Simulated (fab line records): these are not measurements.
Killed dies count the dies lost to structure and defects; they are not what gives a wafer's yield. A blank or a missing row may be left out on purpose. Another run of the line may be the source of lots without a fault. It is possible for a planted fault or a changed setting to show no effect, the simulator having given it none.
fab line records	flow n5-finfet
[record] lots = 24	wafers = 72	last-day = 19
route steps=1938 shown BEOL_M7@1281 BEOL_M8@1377
lots with no fault: from the same line, run without faults
start-h: hours from the record's first day to the start of the lot's first wafer shown	wait-h: time in hours since the lot's previous step	" repeats the value in the row above	L1.1+2: a single row standing in for several wafers	- either no value or no given start	* or withheld: withheld	< > ~ a bound
route shown NAME@n: names a module that has steps shown in the file, with the first one's number in the route	usual: the fault-free wafers' mean and standard deviation	same: alike in all rows	chamber/n: place in a boat	sites: per-site readings	_std_site: how widely they spread, as a standard deviation	_edge_site: mean of outer sites minus mean of inner sites	radius-mm: how far each site lies from the wafer's centre	mask NAME#n: copy n	behind: the tool/chamber that last shaped the wafer	hold: the reason the lot was held/the length of the hold in hours/how it ended	device: whichever transistor did not switch (one of n, p or np)	end of line: the same wafers' tests at the end of the route	a step given without rows: its recipe and nothing more	killed: dies lost to structure and defects at the first sort, not the wafer's yield	map: shows each die of a wafer: x if killed, . if not, _ if none is there
set.NAME: the setting the step ran with; set.NAME@STEP: the setting that earlier step ran with	model.NAME: the simulator's own value behind a step, which no gauge read
one table for each step of the route and one row for each wafer, over a sample of lots
services: a tool's chamber out of use, with start hour (start-h, from the record's first day; less than 0 if before it), hours out, and reason
[[steps]]
[step N5_BEOL_M7_ETCH_62]
[recipe] chemistry = N2/H2	target = SOC	target-depth-a = 1100	overetch-a = 220	mask-material = SiARC	temp-c = 40	time-s = 165	ion-energy-ev = 200	pressure-mtorr = 30	source-w = 840	bias-w = 150	n2-flow-sccm = 200	h2-flow-sccm = 200
[usual] drypump-motor-current-A = 5.5/0.52	oes-product-au = 0.67/0.066	rf-vpp-V = 524.7/2.9	showerhead-plenum-p-Torr = 2.56/0.098	throttle-valve-pct = 17.85/0.25
lot.wafer	tool	chamber	start-h	wait-h	drypump-motor-current-A	oes-product-au	rf-hours-counter-h	rf-vpp-V	showerhead-plenum-p-Torr	throttle-valve-pct
L074.1	rie-diel-03	1	187.15	0.0	6.0	0.62	163	525.5	2.53	18.03
L074.3	"	2	"	"	6.1	0.59	239	526.3	2.61	17.89
L074.5	"	3	"	"	6.3	0.82	-	522.9	2.48	17.78
L077.1	rie-diel-05	3	207.00	0.0	6.1	0.73	40	522.6	2.46	17.45
L077.4	"	1	"	"	5.6	0.70	63	528.0	2.68	17.87
L077.6	"	2	"	"	5.0	0.78	-	529.3	2.69	17.83
L076.1	rie-diel-03	0	209.35	0.0	4.9	0.64	166	520.4	2.44	18.13
L076.4	"	2	"	"	6.2	0.58	247	526.3	2.60	17.89
L076.6	"	2	"	"	6.1	0.59	-	526.3	2.60	17.90
L075.2	rie-diel-04	0	220.01	0.0	5.3	0.62	163	522.3	2.55	17.62
L075.4	"	3	"	"	4.9	0.63	-	528.3	2.63	17.97
L075.6	"	0	"	"	5.3	0.62	-	523.6	2.55	17.64
L078.2	rie-diel-05	2	223.77	0.0	5.0	0.77	26	529.0	2.69	17.81
L078.4	"	0	"	"	5.8	0.70	78	527.8	2.69	17.71
L078.6	"	3	"	"	6.2	0.73	-	522.1	2.46	17.44
L080.1	rie-diel-03	0	248.73	0.0	4.9	0.64	180	521.4	2.43	18.16
L080.3	"	3	"	"	6.3	0.77	26	522.6	2.47	17.81
L080.5	"	2	"	"	6.2	0.80	-	525.5	2.60	17.38
L079.2	rie-diel-03	1	248.99	0.0	6.1	0.60	185	523.5	2.52	18.07
L079.3	"	0	"	"	4.9	0.63	180	521.1	2.43	18.17
L079.5	"	2	"	"	6.2	0.81	-	525.6	2.60	17.39
L082.1	rie-diel-05	2	249.03	0.0	5.1	0.76	32	528.4	2.69	17.84
L082.4	"	0	"	"	5.8	0.69	84	527.9	2.69	17.74
L082.5	"	2	"	"	5.1	0.76	-	529.7	2.69	17.84
L081.1	rie-diel-04	3	254.96	0.0	4.9	0.62	185	524.7	2.62	17.98
L081.2	"	2	"	"	5.1	0.60	212	520.4	2.40	17.77
L081.6	"	3	"	"	4.9	0.63	-	526.6	2.62	17.99
L083.2	rie-diel-03	2	255.11	0.0	6.1	0.79	6	525.6	2.60	17.38
L083.4	"	0	"	"	4.9	0.63	182	520.7	2.43	18.17
L083.6	"	0	"	"	4.9	0.63	-	519.6	2.43	18.16
L085.2	rie-diel-04	2	276.62	0.0	5.1	0.59	219	520.4	2.40	17.79
L085.5	"	1	"	"	4.9	0.62	-	525.5	2.63	18.28
L085.6	"	0	"	"	5.3	0.61	-	522.6	2.54	17.65
L084.2	rie-diel-03	1	279.68	0.0	6.0	0.59	195	524.0	2.52	18.08
L084.5	"	1	"	"	6.1	0.59	-	522.8	2.52	18.08
L084.6	"	2	"	"	6.2	0.77	-	526.0	2.59	17.39
L087.2	rie-diel-04	3	284.29	0.0	4.9	0.62	194	526.6	2.62	17.99
L087.3	"	0	"	"	5.3	0.60	184	523.1	2.54	17.65
L087.6	"	1	"	"	4.9	0.61	-	526.5	2.63	18.28
L088.2	rie-diel-05	2	284.53	0.0	5.0	0.74	43	527.4	2.68	17.85
L088.3	"	1	"	"	5.6	0.68	85	528.5	2.67	17.90
L088.4	"	3	"	"	6.1	0.71	62	522.9	2.45	17.48
L086.1	rie-diel-04	3	287.75	0.0	4.9	0.62	195	526.9	2.62	18.01
L086.3	"	0	"	"	5.3	0.60	185	523.2	2.54	17.66
L086.5	"	2	"	"	5.1	0.59	-	520.8	2.40	17.80
L089.1	rie-diel-04	2	288.01	0.0	5.1	0.59	221	520.0	2.40	17.79
L089.4	"	3	"	"	4.9	0.62	195	525.7	2.62	18.01
L089.6	"	2	"	"	5.1	0.59	-	519.8	2.40	17.81
L090.3	rie-diel-05	1	298.20	0.0	5.6	0.68	89	528.4	2.67	17.90
L090.4	"	0	"	"	5.8	0.67	100	526.9	2.68	17.72
L090.6	"	1	"	"	5.6	0.68	-	528.6	2.67	17.91
L091.2	rie-diel-05	0	305.86	0.0	5.8	0.68	101	526.5	2.68	17.76
L091.5	"	0	"	"	5.7	0.67	-	527.8	2.68	17.75
L091.6	"	1	"	"	5.6	0.67	-	527.1	2.67	17.90
L092.3	rie-diel-03	1	316.72	0.0	6.0	0.59	204	521.9	2.52	18.11
L092.5	"	0	"	"	4.9	0.62	-	521.0	2.42	18.19
L092.6	"	3	"	"	6.3	0.74	-	520.9	2.46	17.86
L093.2	rie-diel-05	3	320.37	0.0	6.2	0.69	71	520.3	2.45	17.49
L093.3	"	2	"	"	5.0	0.74	53	528.1	2.68	17.88
L093.4	"	1	"	"	5.6	0.67	96	527.4	2.67	17.92
L095.2	rie-diel-05	2	344.03	0.0	5.0	0.73	59	527.6	2.68	17.87
L095.5	"	1	"	"	5.6	0.67	-	526.1	2.67	17.94
L095.6	"	2	"	"	5.0	0.72	-	528.4	2.68	17.87
L094.3	rie-diel-03	2	345.34	0.0	6.2	0.74	34	526.0	2.59	17.44
L094.5	"	2	"	"	6.1	0.74	-	525.2	2.59	17.45
L094.6	"	0	"	"	4.9	0.61	-	520.2	2.42	18.20
L096.1	rie-diel-04	0	348.06	0.0	5.3	0.60	203	523.2	2.53	17.69
L096.2	"	1	"	"	4.9	0.60	205	526.4	2.62	18.31
L096.5	"	0	"	"	5.3	0.60	-	524.2	2.53	17.69
L097.3	rie-diel-05	2	368.47	0.0	5.0	0.72	66	528.2	2.67	17.90
L097.4	"	0	"	"	5.8	0.66	119	526.7	2.67	17.77
L097.5	"	2	"	"	5.0	0.72	-	526.2	2.67	17.90
[step N5_BEOL_M7_CD_MEAS_18]
[recipe] pitch-nm = 80	target-cd-nm = 40
[usual] cd-nm = 39.8/0.61
lot.wafer	tool	chamber	start-h	wait-h	cd-nm
L074.1	cd-sem-01	-	187.88	0.0	40.1
L074.3	"	-	"	"	39.3
L074.5	"	-	"	"	39.4
L077.1	cd-sem-01	-	207.37	0.1	39.2
L077.4	"	-	"	"	38.5
L077.6	"	-	"	"	39.5
L076.1	cd-sem-01	-	209.74	0.1	39.5
L076.4	"	-	"	"	39.8
L076.6	"	-	"	"	40.4
L075.2	cd-sem-01	-	220.40	0.1	39.6
L075.4	"	-	"	"	39.4
L075.6	"	-	"	"	39.1
L078.2	cd-sem-02	-	224.14	0.1	40.2
L078.4	"	-	"	"	40.3
L078.6	"	-	"	"	40.6
L080.1	cd-sem-02	-	249.22	0.0	40.3
L080.3	"	-	"	"	41.8
L080.5	"	-	"	"	40.2
L082.1	cd-sem-03	-	249.47	0.0	40.0
L082.4	"	-	"	"	40.5
L082.5	"	-	"	"	40.3
L079.2	cd-sem-02	-	249.51	0.1	39.6
L079.3	"	-	"	"	38.9
L079.5	"	-	"	"	39.3
L081.1	cd-sem-02	-	255.60	0.0	40.8
L081.2	"	-	"	"	40.9
L081.6	"	-	"	"	40.4
L083.2	cd-sem-03	-	255.61	0.1	40.1
L083.4	"	-	"	"	40.0
L083.6	"	-	"	"	39.8
L085.2	cd-sem-01	-	276.99	0.1	40.3
L085.5	"	-	"	"	40.6
L085.6	"	-	"	"	39.8
L084.2	cd-sem-01	-	280.14	0.1	39.8
L084.5	"	-	"	"	39.1
L084.6	"	-	"	"	39.2
L087.2	cd-sem-03	-	284.66	0.1	39.7
L087.3	"	-	"	"	40.0
L087.6	"	-	"	"	39.7
L088.2	cd-sem-03	-	284.90	0.1	39.1
L088.3	"	-	"	"	39.1
L088.4	"	-	"	"	38.8
L086.1	cd-sem-02	-	288.21	0.0	39.7
L086.3	"	-	"	"	39.4
L086.5	"	-	"	"	39.6
L089.1	cd-sem-01	-	288.38	0.0	40.1
L089.4	"	-	"	"	40.8
L089.6	"	-	"	"	39.8
L090.3	cd-sem-01	-	298.58	0.1	39.5
L090.4	"	-	"	"	39.8
L090.6	"	-	"	"	39.3
L091.2	cd-sem-03	-	306.23	0.1	39.3
L091.5	"	-	"	"	39.3
L091.6	"	-	"	"	39.5
L092.3	cd-sem-03	-	317.09	0.1	39.2
L092.5	"	-	"	"	39.2
L092.6	"	-	"	"	39.9
L093.2	cd-sem-02	-	320.83	0.1	40.0
L093.3	"	-	"	"	40.6
L093.4	"	-	"	"	39.8
L095.2	cd-sem-01	-	344.43	0.1	40.0
L095.5	"	-	"	"	39.7
L095.6	"	-	"	"	39.4
L094.3	cd-sem-03	-	345.71	0.1	40.2
L094.5	"	-	"	"	40.1
L094.6	"	-	"	"	39.5
L096.1	cd-sem-01	-	348.42	0.0	40.0
L096.2	"	-	"	"	41.3
L096.5	"	-	"	"	40.3
L097.3	cd-sem-02	-	368.84	0.1	40.9
L097.4	"	-	"	"	40.7
L097.5	"	-	"	"	41.0
[step N5_BEOL_M7_OVL_MEAS_29]
[recipe] points-per-wafer = 522
[usual] V6_OVL = -0.2/0.74
lot.wafer	tool	chamber	start-h	wait-h	V6_OVL[nm]
L074.1	overlay-01	0	189.09	0.0	0.6
L074.3	"	0	"	"	0.1
L074.5	"	0	"	"	-0.2
L077.1	overlay-01	0	208.43	0.0	-1.3
L077.4	"	0	"	"	-1.7
L077.6	"	0	"	"	-1.6
L076.1	overlay-01	0	210.10	0.0	0.1
L076.4	"	0	"	"	0.1
L076.6	"	0	"	"	0.5
L075.2	overlay-02	0	220.76	0.0	1.5
L075.4	"	0	"	"	0.6
L075.6	"	0	"	"	0.7
L078.2	overlay-01	0	225.78	0.0	0.0
L078.4	"	0	"	"	-0.8
L078.6	"	0	"	"	-0.5
L080.1	overlay-01	0	250.12	0.0	0.5
L080.3	"	0	"	"	-0.1
L080.5	"	0	"	"	0.9
L082.1	overlay-01	0	250.28	0.0	-0.4
L082.4	"	0	"	"	-0.4
L082.5	"	0	"	"	0.0
L079.2	overlay-01	0	250.45	0.0	-0.5
L079.3	"	0	"	"	-0.4
L079.5	"	0	"	"	-0.7
L081.1	overlay-01	0	256.99	0.0	0.0
L081.2	"	0	"	"	-1.2
L081.6	"	0	"	"	0.6
L083.2	overlay-02	0	257.07	0.0	-0.6
L083.4	"	0	"	"	-0.9
L083.6	"	0	"	"	-1.3
L085.2	overlay-02	0	278.59	0.0	-0.2
L085.5	"	0	"	"	-0.8
L085.6	"	0	"	"	0.4
L084.2	overlay-02	0	280.65	0.0	0.0
L084.5	"	0	"	"	0.3
L084.6	"	0	"	"	-0.2
L087.2	overlay-01	0	286.12	0.0	0.7
L087.3	"	0	"	"	0.4
L087.6	"	0	"	"	0.7
L088.2	overlay-02	0	286.35	0.0	-0.3
L088.3	"	0	"	"	-0.5
L088.4	"	0	"	"	0.1
L086.1	overlay-02	0	292.50	0.0	0.4
L086.3	"	0	"	"	0.4
L086.5	"	0	"	"	-0.1
L089.1	overlay-01	0	292.55	0.0	-0.1
L089.4	"	0	"	"	1.1
L089.6	"	0	"	"	-0.1
L090.3	overlay-01	0	299.37	0.0	0.4
L090.4	"	0	"	"	-0.1
L090.6	"	0	"	"	0.1
L091.2	overlay-02	0	306.58	0.0	0.2
L091.5	"	0	"	"	1.2
L091.6	"	0	"	"	1.4
L092.3	overlay-01	0	318.82	0.0	-1.0
L092.5	"	0	"	"	-1.4
L092.6	"	0	"	"	-0.2
L093.2	overlay-01	0	323.75	0.0	-0.9
L093.3	"	0	"	"	-0.4
L093.4	"	0	"	"	-0.7
L095.2	overlay-02	0	346.87	0.0	-0.1
L095.5	"	0	"	"	-1.3
L095.6	"	0	"	"	-0.6
L094.3	overlay-01	0	346.92	0.0	-0.1
L094.5	"	0	"	"	-0.4
L094.6	"	0	"	"	-0.7
L096.1	overlay-02	0	349.02	0.0	-1.6
L096.2	"	0	"	"	-1.5
L096.5	"	0	"	"	-0.4
L097.3	overlay-02	0	369.88	0.0	-0.1
L097.4	"	0	"	"	0.1
L097.5	"	0	"	"	-0.4
[step N5_BEOL_M7_ETCH_41]
[recipe] chemistry = CH3F/O2	target = SiCN	target-depth-a = 319	taper-deg = 2	time-s = 57.8	ion-energy-ev = 120	mask-material = TiN	pressure-mtorr = 30	source-w = 395	bias-w = 75	Ar_flow_sccm = 150	CH3F_flow_sccm = 30	O2_flow_sccm = 20
[usual] drypump-motor-current-A = 5.6/0.55	oes-product-au = 0.79/0.087	rf-vpp-V = 297.4/1.7	showerhead-plenum-p-Torr = 2.00/0.073	throttle-valve-pct = 16.41/0.25
lot.wafer	tool	chamber	start-h	wait-h	drypump-motor-current-A	oes-product-au	rf-hours-counter-h	rf-vpp-V	showerhead-plenum-p-Torr	throttle-valve-pct
L074.1	rie-diel-04	3	-	-	4.9	0.75	169	299.8	2.07	16.45
L074.3	"	1	"	"	4.9	0.74	159	298.3	2.08	16.74
L074.5	"	1	"	"	4.9	0.74	-	300.3	2.08	16.72
L077.1	rie-diel-03	2	-	-	6.1	0.69	247	298.6	2.05	16.45
L077.4	"	3	"	"	6.3	0.94	12	296.8	1.98	16.50
L077.6	"	3	"	"	6.3	0.95	-	296.0	1.98	16.49
L076.1	rie-diel-03	3	-	-	6.3	0.95	13	297.6	1.98	16.48
L076.4	"	1	"	"	6.0	0.72	172	297.5	1.99	16.52
L076.6	"	0	"	"	4.9	0.76	-	295.4	1.91	16.62
L075.2	rie-diel-05	1	-	-	5.6	0.83	68	299.4	2.12	16.48
L075.4	"	3	"	"	6.1	0.86	44	295.8	1.95	15.99
L075.6	"	3	"	"	6.1	0.86	-	295.7	1.95	16.00
L078.2	rie-diel-05	1	-	-	5.6	0.83	69	300.1	2.12	16.48
L078.4	"	3	"	"	6.1	0.85	45	296.2	1.95	16.00
L078.6	"	3	"	"	6.1	0.86	-	296.3	1.95	15.99
L080.1	rie-diel-03	3	-	-	6.3	0.91	27	296.2	1.98	16.52
L080.3	"	1	"	"	6.0	0.70	186	298.3	1.99	16.54
L080.5	"	1	"	"	6.0	0.70	-	295.2	1.99	16.54
L082.1	rie-diel-04	0	-	-	5.3	0.72	173	297.2	1.99	16.13
L082.4	"	1	"	"	4.9	0.73	177	299.2	2.08	16.75
L082.5	"	0	"	"	5.3	0.72	-	296.9	1.99	16.13
L079.2	rie-diel-03	2	-	-	6.2	0.97	5	298.1	2.04	15.93
L079.3	"	3	"	"	6.3	0.90	27	297.1	1.98	16.53
L079.5	"	0	"	"	4.9	0.74	-	297.0	1.91	16.64
L081.1	rie-diel-04	2	-	-	5.1	0.71	213	295.6	1.90	16.41
L081.2	"	3	"	"	4.9	0.74	185	298.6	2.06	16.47
L081.6	"	1	"	"	5.0	0.73	-	299.6	2.08	16.76
L083.2	rie-diel-05	3	-	-	6.2	0.85	53	296.5	1.95	16.01
L083.4	"	1	"	"	5.6	0.82	77	299.7	2.12	16.49
L083.6	"	0	"	"	5.8	0.80	-	299.1	2.10	16.22
L085.2	rie-diel-03	0	-	-	4.9	0.74	189	294.1	1.90	16.66
L085.5	"	3	"	"	6.3	0.90	-	295.4	1.97	16.55
L085.6	"	2	"	"	6.1	0.95	-	298.7	2.04	15.93
L084.2	rie-diel-03	3	-	-	6.3	0.90	36	295.2	1.97	16.54
L084.5	"	1	"	"	6.0	0.70	-	295.1	1.98	16.56
L084.6	"	2	"	"	6.2	0.94	-	299.4	2.04	15.93
L087.2	rie-diel-04	2	-	-	5.1	0.69	221	295.4	1.89	16.43
L087.3	"	1	"	"	4.9	0.72	187	298.7	2.07	16.78
L087.6	"	1	"	"	4.9	0.71	-	298.9	2.07	16.76
L088.2	rie-diel-03	1	-	-	6.1	0.70	197	297.1	1.98	16.58
L088.3	"	3	"	"	6.3	0.90	37	296.6	1.97	16.55
L088.4	"	0	"	"	4.9	0.74	191	295.5	1.90	16.66
L086.1	rie-diel-05	3	-	-	6.2	0.84	63	297.6	1.94	16.02
L086.3	"	0	"	"	5.8	0.80	98	298.2	2.10	16.23
L086.5	"	3	"	"	6.2	0.85	-	295.9	1.94	16.03
L089.1	rie-diel-05	3	-	-	6.1	0.84	64	295.3	1.94	16.03
L089.4	"	2	"	"	5.0	0.88	46	299.2	2.11	16.36
L089.6	"	3	"	"	6.1	0.83	-	295.6	1.94	16.04
L090.3	rie-diel-04	1	-	-	4.9	0.71	190	297.4	2.07	16.78
L090.4	"	3	"	"	4.9	0.72	199	298.9	2.06	16.50
L090.6	"	0	"	"	5.3	0.71	-	295.9	1.98	16.16
L091.2	rie-diel-03	2	-	-	6.1	0.91	22	297.9	2.04	15.95
L091.5	"	3	"	"	6.3	0.89	-	294.8	1.97	16.55
L091.6	"	2	"	"	6.2	0.93	-	297.9	2.04	15.95
L092.3	rie-diel-04	1	-	-	4.9	0.71	197	298.5	2.07	16.79
L092.5	"	2	"	"	5.1	0.69	-	296.4	1.89	16.43
L092.6	"	0	"	"	5.3	0.70	-	298.7	1.98	16.18
L093.2	rie-diel-03	2	-	-	6.1	0.91	26	297.3	2.04	15.94
L093.3	"	0	"	"	4.9	0.74	202	295.0	1.90	16.71
L093.4	"	3	"	"	6.3	0.88	48	295.4	1.97	16.57
L095.2	rie-diel-05	1	-	-	5.6	0.79	104	300.3	2.11	16.56
L095.5	"	1	"	"	5.6	0.79	-	300.0	2.11	16.56
L095.6	"	2	"	"	5.0	0.86	-	300.3	2.11	16.39
L094.3	rie-diel-03	2	-	-	6.1	0.89	35	299.7	2.03	15.98
L094.5	"	2	"	"	6.1	0.90	-	297.6	2.03	15.97
L094.6	"	1	"	"	6.0	0.68	-	297.1	1.98	16.59
L096.1	rie-diel-03	0	-	-	4.9	0.72	211	295.9	1.90	16.69
L096.2	"	3	"	"	6.3	0.88	56	296.6	1.97	16.58
L096.5	"	0	"	"	4.9	0.72	-	294.5	1.90	16.73
L097.3	rie-diel-03	2	-	-	6.1	0.88	43	296.9	2.03	16.00
L097.4	"	0	"	"	4.9	0.72	218	297.3	1.90	16.72
L097.5	"	0	"	"	4.9	0.71	-	295.8	1.90	16.72
[step N5_BEOL_M7_ALD_77]
[recipe] material = TaN	target-thk-a = 20	temp-c = 275	ald-precursor-family = PDMAT	ald-co-reactant = NH3	pressure-torr = 3	carrier-flow-sccm = 1500	pulse-time-s = 2	purge-time-s = 3	co-reactant-purge-time-s = 2	co-reactant-pulse-time-s = 3	ald-cycles = 40	precursor-vessel-temp-c = 75	precursor-vessel-pressure-torr = 26.25	precursor-vessel-carrier-sccm = 1000
[usual] heater-power-w = 411/45	susceptor-temp-C = 274.98/0.17
lot.wafer	tool	chamber	start-h	wait-h	heater-power-w	susceptor-temp-C
L074.1	ald-metal-03	1	194.85	0.3	435	274.81
L074.3	"	0	"	"	362	275.23
L074.5	"	1	"	"	411	275.13
L077.1	ald-metal-04	1	210.30	0.0	437	275.24
L077.4	"	3	"	"	394	275.16
L077.6	"	1	"	"	431	275.24
L076.1	ald-metal-04	1	211.67	0.0	436	274.89
L076.4	"	3	"	"	415	274.78
L076.6	"	2	"	"	528	275.00
L075.2	ald-metal-04	1	222.39	0.0	445	274.63
L075.4	"	2	"	"	528	275.00
L075.6	"	2	"	"	530	275.02
L078.2	ald-metal-02	1	227.33	0.0	371	274.57
L078.4	"	2	"	"	381	275.17
L078.6	"	3	"	"	398	274.62
L080.1	ald-metal-02	1	251.46	0.0	374	274.97
L080.3	"	2	"	"	380	274.97
L080.5	"	1	"	"	367	274.77
L082.1	ald-metal-04	1	251.59	0.0	425	275.22
L082.4	"	3	"	"	399	275.06
L082.5	"	3	"	"	414	274.76
L079.2	ald-metal-02	2	251.81	0.0	388	274.88
L079.3	"	3	"	"	394	275.23
L079.5	"	1	"	"	383	275.07
L081.1	ald-metal-02	3	258.51	0.1	389	274.96
L081.2	"	2	"	"	386	274.73
L081.6	"	0	"	"	406	275.04
L083.2	ald-metal-04	3	258.83	0.1	413	275.06
L083.4	"	2	"	"	524	274.85
L083.6	"	0	"	"	479	274.92
L085.2	ald-metal-02	2	280.27	0.2	383	274.95
L085.5	"	0	"	"	388	274.96
L085.6	"	1	"	"	370	275.24
L084.2	ald-metal-02	1	283.69	0.0	373	275.04
L084.5	"	2	"	"	391	275.02
L084.6	"	3	"	"	406	275.14
L088.2	ald-metal-03	1	288.06	0.0	416	275.01
L088.3	"	0	"	"	368	274.95
L088.4	"	3	"	"	399	275.09
L087.2	ald-metal-02	3	291.81	0.0	398	275.25
L087.3	"	2	"	"	381	274.66
L087.6	"	1	"	"	384	274.94
L086.1	ald-metal-02	1	294.53	0.0	374	275.11
L086.3	"	0	"	"	402	274.63
L086.5	"	2	"	"	379	274.85
L089.1	ald-metal-04	2	294.85	0.0	532	275.04
L089.4	"	0	"	"	478	275.21
L089.6	"	2	"	"	533	275.11
L090.3	ald-metal-03	3	300.81	0.0	404	275.27
L090.4	"	1	"	"	416	274.97
L090.6	"	2	"	"	398	274.78
L091.2	ald-metal-03	1	308.01	0.0	420	275.02
L091.5	"	1	"	"	410	274.98
L091.6	"	2	"	"	399	275.25
L092.3	ald-metal-02	2	320.22	0.2	379	274.88
L092.5	"	2	"	"	380	275.23
L092.6	"	3	"	"	403	274.90
L093.2	ald-metal-02	0	325.22	0.1	395	274.92
L093.3	"	1	"	"	379	274.94
L093.4	"	2	"	"	386	275.05
L095.2	ald-metal-02	1	348.23	0.2	382	275.12
L095.5	"	1	"	"	372	275.15
L095.6	"	2	"	"	383	274.87
L094.3	ald-metal-02	1	348.55	0.0	375	275.00
L094.5	"	1	"	"	376	275.02
L094.6	"	2	"	"	384	274.89
L096.1	ald-metal-02	3	350.33	0.2	405	274.85
L096.2	"	0	"	"	394	275.05
L096.5	"	1	"	"	371	274.81
L097.3	ald-metal-04	2	371.01	0.0	535	274.91
L097.4	"	1	"	"	432	274.93
L097.5	"	3	"	"	423	274.84
[step N5_BEOL_M8_TRENCH_ETCH_37]
[recipe] chemistry = C4F6/O2	target-depth-a = 934.78	target = SiCOH_lowk	time-s = 31.2	ion-energy-ev = 250	pressure-mtorr = 30	source-w = 345	bias-w = 185	Ar_flow_sccm = 300	C4F6_flow_sccm = 10	O2_flow_sccm = 10
[usual] drypump-motor-current-A = 5.6/0.32	oes-product-au = 0.75/0.064	rf-vpp-V = 666/13	showerhead-plenum-p-Torr = 2.84/0.073	throttle-valve-pct = 21.12/0.17
lot.wafer	tool	chamber	start-h	wait-h	drypump-motor-current-A	oes-product-au	rf-hours-counter-h	rf-vpp-V	showerhead-plenum-p-Torr	throttle-valve-pct
L074.1	rie-diel-06	3	-	-	5.9	0.74	178	645	2.74	21.12
L074.3	"	0	"	"	5.2	0.69	215	652	2.93	21.32
L074.5	"	3	"	"	5.9	0.74	-	643	2.74	21.11
L077.1	rie-diel-02	2	-	-	5.3	0.70	213	683	2.71	21.43
L077.4	"	0	"	"	6.1	0.75	170	653	2.74	20.88
L077.6	"	3	"	"	5.1	0.73	-	686	2.94	21.40
L076.1	rie-diel-01	1	-	-	5.8	0.89	41	679	2.89	20.87
L076.4	"	2	"	"	5.7	0.78	112	655	2.86	21.07
L076.6	"	0	"	"	5.7	0.81	-	670	2.88	21.11
L075.2	rie-diel-02	1	-	-	5.2	0.75	161	656	2.84	20.91
L075.4	"	3	"	"	5.1	0.73	199	686	2.94	21.41
L075.6	"	3	"	"	5.1	0.74	-	686	2.94	21.41
L078.2	rie-diel-01	1	-	-	5.7	0.87	47	679	2.89	20.88
L078.4	"	0	"	"	5.8	0.80	92	671	2.88	21.11
L078.6	"	1	"	"	5.7	0.87	-	678	2.89	20.89
L080.1	rie-diel-01	3	-	-	5.7	0.72	212	672	2.82	21.19
L080.3	"	2	"	"	5.7	0.77	124	653	2.85	21.07
L080.5	"	1	"	"	5.7	0.86	-	680	2.89	20.88
L082.1	rie-diel-02	0	-	-	6.2	0.75	184	651	2.73	20.91
L082.4	"	2	"	"	5.3	0.69	227	683	2.70	21.45
L082.5	"	1	"	"	5.3	0.73	-	655	2.83	20.94
L079.2	rie-diel-01	0	-	-	5.7	0.80	101	672	2.88	21.12
L079.3	"	2	"	"	5.7	0.77	127	654	2.85	21.07
L079.5	"	3	"	"	5.7	0.73	-	672	2.82	21.21
L081.1	rie-diel-02	3	-	-	5.1	0.72	211	687	2.94	21.42
L081.2	"	2	"	"	5.3	0.69	227	681	2.70	21.44
L081.6	"	1	"	"	5.2	0.74	-	655	2.83	20.95
L083.2	rie-diel-06	2	-	-	5.1	0.67	230	668	2.95	21.21
L083.4	"	3	"	"	5.9	0.72	202	644	2.73	21.16
L083.6	"	0	"	"	5.2	0.67	-	652	2.92	21.33
L085.2	rie-diel-02	0	-	-	6.1	0.74	191	652	2.73	20.91
L085.5	"	3	"	"	5.1	0.70	-	685	2.94	21.43
L085.6	"	0	"	"	6.1	0.73	-	651	2.73	20.93
L084.2	rie-diel-06	1	-	-	5.2	0.92	37	677	2.81	20.99
L084.5	"	2	"	"	5.1	0.67	-	668	2.95	21.21
L084.6	"	3	"	"	5.9	0.72	-	643	2.73	21.17
L088.2	rie-diel-01	0	-	-	5.7	0.78	113	673	2.87	21.12
L088.3	"	1	"	"	5.8	0.84	69	678	2.88	20.91
L088.4	"	3	"	"	5.7	0.71	227	670	2.81	21.20
L087.2	rie-diel-06	0	-	-	5.2	0.67	251	653	2.91	21.34
L087.3	"	3	"	"	5.9	0.72	214	643	2.72	21.16
L087.6	"	2	"	"	5.1	0.67	-	669	2.94	21.23
L086.1	rie-diel-02	0	-	-	6.1	0.73	197	652	2.73	20.93
L086.3	"	1	"	"	5.3	0.73	184	655	2.83	20.96
L086.5	"	2	"	"	5.3	0.69	-	681	2.70	21.49
L089.1	rie-diel-01	3	-	-	5.7	0.71	229	673	2.81	21.22
L089.4	"	0	"	"	5.7	0.78	115	672	2.87	21.14
L089.6	"	3	"	"	5.7	0.72	-	670	2.81	21.22
L090.3	rie-diel-01	1	-	-	5.7	0.84	72	677	2.88	20.90
L090.4	"	3	"	"	5.7	0.70	230	673	2.81	21.21
L090.6	"	0	"	"	5.7	0.78	-	672	2.87	21.13
L091.2	rie-diel-01	1	-	-	5.7	0.84	74	677	2.88	20.93
L091.5	"	3	"	"	5.7	0.71	-	672	2.81	21.23
L091.6	"	2	"	"	5.7	0.75	-	655	2.84	21.11
L092.3	rie-diel-01	1	-	-	5.8	0.83	78	678	2.88	20.93
L092.5	"	2	"	"	5.6	0.75	-	655	2.84	21.12
L092.6	"	1	"	"	5.8	0.83	-	679	2.88	20.91
L093.2	rie-diel-01	3	-	-	5.7	0.71	239	670	2.81	21.23
L093.3	"	1	"	"	5.7	0.83	81	678	2.87	20.95
L093.4	"	2	"	"	5.7	0.74	151	655	2.84	21.12
L095.2	rie-diel-06	3	-	-	5.9	0.70	234	642	2.72	21.20
L095.5	"	3	"	"	5.9	0.70	-	642	2.72	21.19
L095.6	"	2	"	"	5.1	0.65	-	667	2.93	21.27
L094.3	rie-diel-02	3	-	-	5.1	0.69	245	685	2.92	21.48
L094.5	"	3	"	"	5.1	0.69	-	686	2.92	21.49
L094.6	"	0	"	"	6.2	0.71	-	652	2.72	20.96
L096.1	rie-diel-01	2	-	-	5.7	0.73	159	654	2.84	21.11
L096.2	"	0	"	"	5.7	0.77	134	670	2.86	21.17
L096.5	"	3	"	"	5.7	0.70	-	670	2.80	21.24
L097.3	rie-diel-06	1	-	-	5.2	0.86	72	676	2.80	21.01
L097.4	"	3	"	"	5.9	0.69	-	642	2.71	21.21
L097.5	"	0	"	"	5.2	0.96	-	653	2.91	20.95
[[services]]
tool	chamber	start-h	hours	kind
rie-diel-02	2	173.19	5.9	repair
rie-diel-04	-	174.46	15.6	pm
rie-diel-06	1	176.21	35.1	repair
rie-diel-05	2	179.59	5.7	repair
rie-diel-02	-	182.74	0.5	repair
rie-diel-05	1	184.83	6.6	repair
ald-metal-04	-	185.82	0.5	repair
rie-diel-02	2	192.53	6.0	repair
rie-diel-03	0	196.77	6.4	repair
rie-diel-04	3	200.90	12.8	repair
ald-metal-02	2	210.49	16.6	repair
rie-diel-04	2	216.19	9.9	repair
rie-diel-06	2	229.79	1.7	repair
rie-diel-05	3	251.62	3.5	repair
rie-diel-03	-	253.91	0.7	repair
ald-metal-02	-	270.46	0.3	repair
ald-metal-02	0	302.41	19.9	repair
rie-diel-04	3	309.13	11.7	repair
rie-diel-02	2	312.22	9.2	repair
rie-diel-06	0	324.90	17.4	repair
rie-diel-04	1	326.22	4.5	repair
ald-metal-04	-	345.73	6.0	pm
rie-diel-04	3	358.52	5.5	repair
rie-diel-02	1	370.46	5.3	repair
[[key]]
fault none
